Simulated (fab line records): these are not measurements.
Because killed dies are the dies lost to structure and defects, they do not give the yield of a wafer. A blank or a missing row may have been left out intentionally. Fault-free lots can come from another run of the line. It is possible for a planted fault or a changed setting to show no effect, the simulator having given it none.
Split-lot experiment | flow n5 finfet | route with 1938 steps; 7 lots, 21 wafers read

ABOUT THE SPLIT
At N5_BEOL_M11_EXPOSE_08 (exposes mask M11), the setting dose mj was moved away from the recipe's 53.75 on 8 of the 21 wafers read, by -2.1% to +4.5%. This setting was run at the recipe's value on the other wafers.

FROM THE SPLIT TO THE READING: what the file shows between them, 15 steps
- N5_BEOL_M11_PEB_09: peb time 60 s
- N5_BEOL_M11_DEVELOP_10: develop time 30 s
- N5_BEOL_M11_CD_MEAS_11: target cd 64.1 nm
- N5_BEOL_M11_DESCUM_16: chemistry O2, time 7.9 s
- N5_BEOL_M11_ETCH_61: etches SiARC in CF4, target depth 39 nm, time 65 s
- N5_BEOL_M11_ETCH_62: etches SOC in N2/H2, target depth 110 nm, overetch 22 nm, time 165 s
- N5_BEOL_M11_STRIP_68: strips in N2/H2
- N5_BEOL_M11_STRIP_67: strips in CF4
- N5_BEOL_M11_HM_OPEN_17: chemistry Cl2/BCl3, target TiN, target depth 20 nm, overetch 6 nm
- N5_BEOL_M11_STRIP_19: strips in O2
- N5_BEOL_M11_CD_MEAS_18: pitch 140 nm, target cd 70 nm
- N5_BEOL_M11_COAT_63: time 60 s, resist thk 100 nm
- N5_BEOL_M11_COAT_64: time 60 s, resist thk 30 nm
- N5_BEOL_M11_PRECLEAN_42: cleans in residue remover, time 60 s
- N5_BEOL_M11_SRD_43: time 30 s

THE READING
At N5_BEOL_M11_CD_MEAS_35: cd nm in nanometres, against a target cd of 70 nm. Typical for fault-free wafers on this fab line: 69.8 nm, with standard deviation 0.6 nm.

wafer  | tool, chamber at the split | dose mj as run | against the recipe | cd nm, nm | against lot-mates on the recipe
L078.1 | arfi scanner-02, 0         | 55.34          | +3.0%              | 71.5      | no lot-mate on the recipe
L078.5 | arfi scanner-02, 0         | 55.34          | +3.0%              | 70.7      | no lot-mate on the recipe
L078.6 | arfi scanner-02, 0         | 55.34          | +3.0%              | 70.7      | no lot-mate on the recipe
L077.2 | arfi scanner-02, 0         | 53.75          | recipe             | 69.5      | -
L077.4 | arfi scanner-02, 0         | 53.75          | recipe             | 69.2      | -
L077.6 | arfi scanner-02, 0         | 53.75          | recipe             | 69.8      | -
L079.4 | arfi scanner-02, 0         | 53.75          | recipe             | 70.3      | -
L079.5 | arfi scanner-02, 0         | 53.75          | recipe             | 70.0      | -
L079.6 | arfi scanner-02, 0         | 53.75          | recipe             | 69.6      | -
L082.1 | arfi scanner-02, 0         | 56.17          | +4.5%              | 72.3      | +2.5
L082.4 | arfi scanner-02, 0         | 56.17          | +4.5%              | 72.3      | +2.5
L082.6 | arfi scanner-02, 0         | 53.75          | recipe             | 69.8      | -
L084.3 | arfi scanner-01, 0         | 53.75          | recipe             | 70.1      | -
L084.4 | arfi scanner-01, 0         | 53.75          | recipe             | 70.1      | -
L084.5 | arfi scanner-01, 0         | 53.75          | recipe             | 70.5      | -
L086.2 | arfi scanner-02, 0         | 53.75          | recipe             | 69.3      | -
L086.3 | arfi scanner-02, 0         | 53.75          | recipe             | 69.4      | -
L086.4 | arfi scanner-02, 0         | 52.61          | -2.1%              | 68.6      | -0.8
L089.1 | arfi scanner-01, 0         | 56.16          | +4.5%              | 72.1      | +1.8
L089.3 | arfi scanner-01, 0         | 56.16          | +4.5%              | 72.4      | +2.1
L089.5 | arfi scanner-01, 0         | 53.75          | recipe             | 70.3      | -

THE FIT
A straight line over all 21 wafers: cd nm changes by +0.515 nm for each +1% of dose mj; r = +0.94; the points scatter about the line by 0.4 nm.
The same after taking each lot's own level away (the mean of its wafers on the recipe; 18 wafers): +0.483 nm for each +1%; r = +0.97; scatter 0.24 nm.
According to that fit, moving dose mj by its largest amount changes the reading by 2.2 nm.
Measured against the standard deviation above, the lots' own levels, which go from 69.35 to 70.30 nm, span 1.6 times it.
The two slopes are in agreement: the lot-to-lot level therefore moves the slope only a little.
Check: with one of the wafers moved furthest among these (+4.5%) left out of the fit, the line predicts +2.11 nm for it against its lot-mates. Against them it came out at +2.5 nm.

THESE WAFERS: OTHER SPLITS
These wafers also went through other splits before the reading. Each is held against what the fit with the lots' levels taken away leaves over:
other split on the same wafers | wafers away from the commonest value | r with cd nm (lot level and that fit taken away)
N5_BEOL_M10_PECVD_70 temp c    | 8                                    | +0.07
N5_BEOL_M10_COAT_60 spin rpm   | 6                                    | +0.20
N5_BEOL_M11_PECVD_70 time s    | 6                                    | -0.18

THE WHOLE CHAIN: every reading that the file lists as answering this split, in the file's order
step                   | what it does                                                         | reading                                                                | change (the file's fit)               | r (the file's)
N5_BEOL_M11_CD_MEAS_11 | target cd 64.1 nm                                                    | cd nm                                                                  | +0.523 nm for each +1% of the setting | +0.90
N5_BEOL_M11_ETCH_61    | etches SiARC in CF4, target depth 39 nm, time 65 s                   | BEOL_M11.cd offset nm (the simulator's own value, which no gauge read) | +0.513 nm for each +1% of the setting | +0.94
N5_BEOL_M11_ETCH_62    | etches SOC in N2/H2, target depth 110 nm, overetch 22 nm, time 165 s | BEOL_M11.cd offset nm (the simulator's own value, which no gauge read) | +0.498 nm for each +1% of the setting | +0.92
N5_BEOL_M11_HM_OPEN_17 | chemistry Cl2/BCl3, target TiN, target depth 20 nm, overetch 6 nm    | BEOL_M11.cd offset nm (the simulator's own value, which no gauge read) | +0.488 nm for each +1% of the setting | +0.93
N5_BEOL_M11_CD_MEAS_18 | pitch 140 nm, target cd 70 nm                                        | cd nm                                                                  | +0.514 nm for each +1% of the setting | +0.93
N5_BEOL_M11_CD_MEAS_35 | target cd 70 nm                                                      | cd nm                                                                  | +0.478 nm for each +1% of the setting | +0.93

FILE'S OWN FIT
cd nm changes by +0.478 nm for each +1% of dose mj, r = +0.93.
